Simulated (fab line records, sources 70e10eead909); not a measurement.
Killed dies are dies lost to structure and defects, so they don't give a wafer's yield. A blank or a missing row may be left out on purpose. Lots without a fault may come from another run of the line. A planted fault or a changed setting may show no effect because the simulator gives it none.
Chamber matching | flow nand_harc | NHARC_P_BONDPAD_DESCUM_11 on rie_diel-10: 4 sister chambers
The step chemistry O2, time 3 s. 14 wafers are shown with their chamber, then 7 later ones without.

WAFERS WITH THEIR CHAMBER
wafer  | chamber | drypump_motor_current_A (A) | oes_product_au (a.u.) | rf_vpp_V (V)
L078.2 | 3       | 5.7                         | 1.013                 | 59.7
L078.3 | 1       | 6.0                         | 1.020                 | 58.0
L078.4 | 0       | 5.4                         | 1.003                 | 57.3
L079.2 | 0       | 5.3                         | 1.001                 | 57.3
L079.4 | 3       | 5.8                         | 1.007                 | 57.6
L079.6 | 2       | 5.5                         | 1.002                 | 58.4
L080.2 | 0       | 5.4                         | 1.007                 | 58.6
L080.5 | 3       | 5.7                         | 1.008                 | 58.0
L080.6 | 0       | 5.4                         | 1.004                 | 58.2
L083.2 | 0       | 5.4                         | 0.997                 | 57.5
L083.3 | 2       | 5.4                         | 0.995                 | 58.9
L083.4 | 3       | 5.7                         | 1.009                 | 57.0
L086.1 | 0       | 5.4                         | 0.997                 | 57.3
L086.5 | 1       | 6.0                         | 0.997                 | 56.5

SIGNATURES (means of the wafers above)
reading                 | chamber 0 | chamber 1 | chamber 2 | chamber 3 | scatter within a chamber
drypump_motor_current_A | 5.383     | 6.000     | 5.450     | 5.725     | 0.0456
oes_product_au          | 1.00150   | 1.00850   | 0.99850   | 1.00925   | 0.00624
rf_vpp_V                | 57.700    | 57.250    | 58.650    | 58.075    | 0.828
Rule: a wafer's distance from a chamber is the root of the sum, over the readings, of the square of ((its reading less the chamber's mean) divided by the reading's scatter). The wafer belongs to the nearest chamber; if the next one is less than 2 further off, it can't be placed. The scatter: the root of (the sum of the squares of (reading less its chamber's mean) over the shown wafers, divided by (wafers less chambers)).

WAFERS WITHOUT THEIR CHAMBER
wafer  | drypump_motor_current_A (A) | oes_product_au (a.u.) | rf_vpp_V (V)
L086.6 | 5.4                         | 0.989                 | 58.0
L087.1 | 5.5                         | 0.996                 | 59.3
L087.3 | 5.8                         | 1.006                 | 59.0
L087.5 | 5.5                         | 0.999                 | 58.7
L094.1 | 5.4                         | 1.005                 | 58.1
L094.4 | 5.8                         | 1.008                 | 56.2
L094.5 | 5.4                         | 1.000                 | 57.6

WHICH CHAMBER EACH WENT THROUGH
wafer  | from the rows above     | in truth
L086.6 | can't be placed: 2 or 0 | 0
L087.1 | can't be placed: 2 or 0 | 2
L087.3 | 3                       | 3
L087.5 | can't be placed: 2 or 0 | 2
L094.1 | can't be placed: 0 or 2 | 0
L094.4 | can't be placed: 3 or 1 | 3
L094.5 | can't be placed: 0 or 2 | 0
Placed correctly: 1 of 7. Can't be placed from these rows: 6 (the true chamber is among the candidates in 6). Placed wrongly: 0.
